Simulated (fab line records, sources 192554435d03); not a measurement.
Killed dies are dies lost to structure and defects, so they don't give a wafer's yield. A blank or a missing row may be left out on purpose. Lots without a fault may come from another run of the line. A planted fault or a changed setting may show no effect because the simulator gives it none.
A struck lot beside a sound one | flow n5_finfet | 14 steps out of a route of 1938
Sound: wafers L699.2, L699.3, L699.6. Struck: wafer L707.1. (L707.4 of the same lot was not struck and is left out.) The cause comes at the end.
At each step with rows: each side's tool, then ch and its chambers, then its first start. Under that, the readings that differ: sound wafers | struck wafers | difference of the means | sigmas: that difference in standard deviations of wafers without a fault.
alike: readings whose means differ by less than 2 such deviations, and words and numbers that are the same on both sides. not compared: withheld readings, readings that some wafer has no value for, bounds like >300 that may hide the same value, and numbers for which the record gives no deviation and whose values overlap.
The two part at a step that has a row with sigmas, a row that says differs or no value, or rows on one side only. Numbers that don't overlap but have no deviation are shown without sigmas and don't part them. A reading that every wafer of one side lacks parts them only if that side has two wafers or more.

first, 4 steps without rows for these wafers: N5_BEOL_M9_SOFTBAKE_06 (time 60 s); N5_BEOL_M9_EXPOSE_08 (exposes mask M9); N5_BEOL_M9_PEB_09 (peb time 60 s); N5_BEOL_M9_DEVELOP_10 (develop time 30 s).
N5_BEOL_M9_CD_MEAS_11: target cd 64.1 nm.
  sound on cd_sem-02 ch 0, day 12 16:05; struck on cd_sem-02 ch 0, day 14 20:05
  alike: cd_nm
N5_BEOL_M9_OVL_MEAS_12:
  sound on overlay-02 ch 0, day 12 16:07; struck on overlay-01 ch 0, day 14 20:07
  alike: M9_OVL
N5_BEOL_M9_INSPECT_13: inspects for defects (brightfield).
  sound on defect_inspect-02, day 12 16:08; struck on defect_inspect-01, day 14 20:08
  alike: raw_defect_count
N5_BEOL_M9_DESCUM_16: chemistry O2, time 7.9 s.
  sound on rie_diel-05 ch 0,2,3, day 12 16:10; struck on rie_diel-02 ch 3, day 14 20:10
  alike: drypump_motor_current_A, oes_product_au, rf_vpp_V, showerhead_plenum_p_Torr, throttle_valve_pct
  not compared: rf_hours_counter_h
N5_BEOL_M9_ETCH_61: etches SiARC in CF4, target depth 39 nm, time 65 s.
  sound on rie_diel-05 ch 0,2,3, day 12 16:12; struck on rie_diel-02 ch 3, day 14 20:12
  alike: bias_w, drypump_motor_current_A, etch_rf_on_time_s, oes_product_au, rf_vpp_V, showerhead_plenum_p_Torr, throttle_valve_pct
  not compared: rf_hours_counter_h
N5_BEOL_M9_ETCH_62: etches SOC in N2/H2, target depth 110 nm, overetch 22 nm, time 165 s.
  sound on rie_diel-05 ch 0,2,3, day 12 16:15; struck on rie_diel-02 ch 3, day 14 20:15
  reading    | sound             | struck | difference | sigmas
  bias_w (W) | 149.8 149.9 149.0 | 150.6  | +1.0       | +2
  alike: drypump_motor_current_A, oes_product_au, rf_vpp_V, showerhead_plenum_p_Torr, throttle_valve_pct
  not compared: rf_hours_counter_h
then, 1 step without rows for these wafers: N5_BEOL_M9_STRIP_68 (strips in N2/H2).
N5_BEOL_M9_STRIP_67: strips in CF4.
  sound on rie_diel-05 ch 0,2,3, day 12 16:23; struck on rie_diel-02 ch 3, day 14 20:24
  alike: drypump_motor_current_A, oes_product_au, rf_vpp_V, showerhead_plenum_p_Torr, throttle_valve_pct
  not compared: rf_hours_counter_h
N5_BEOL_M9_HM_OPEN_17: chemistry Cl2/BCl3, target TiN, target depth 20 nm, overetch 6 nm.
  sound on rie_metal-03 ch 1, day 12 16:28; struck on rie_metal-03 ch 1, day 14 20:26
  reading                                  | sound          | struck | difference                   | sigmas
  rf_hours_counter_h (h)                   | - - -          | 14     | no value on the sound wafers |
  model.SOC_of_BEOL_M9_COAT_59.thk_nm (nm) | 92.6 92.4 92.6 | 88.6   | -3.9                         |
  alike: bcl3_flow_sccm, bias_w, drypump_motor_current_A, oes_product_au, throttle_valve_pct
N5_BEOL_M9_STRIP_19: strips in O2.
  sound on rie_diel-02 ch 2,3, day 12 16:38; struck on rie_diel-02 ch 0, day 14 20:34
  reading                     | sound             | struck | difference | sigmas
  drypump_motor_current_A (A) | 6.7 6.4 6.5       | 5.0    | -1.5       | -3
  throttle_valve_pct (%)      | 16.91 16.80 16.78 | 16.38  | -0.45      | -2
  alike: oes_product_au, rf_vpp_V, showerhead_plenum_p_Torr
  not compared: rf_hours_counter_h

WHERE THEY PART
First at N5_BEOL_M9_ETCH_62; last, within this record, at N5_BEOL_M9_STRIP_19.

WHY: what the simulator had put in
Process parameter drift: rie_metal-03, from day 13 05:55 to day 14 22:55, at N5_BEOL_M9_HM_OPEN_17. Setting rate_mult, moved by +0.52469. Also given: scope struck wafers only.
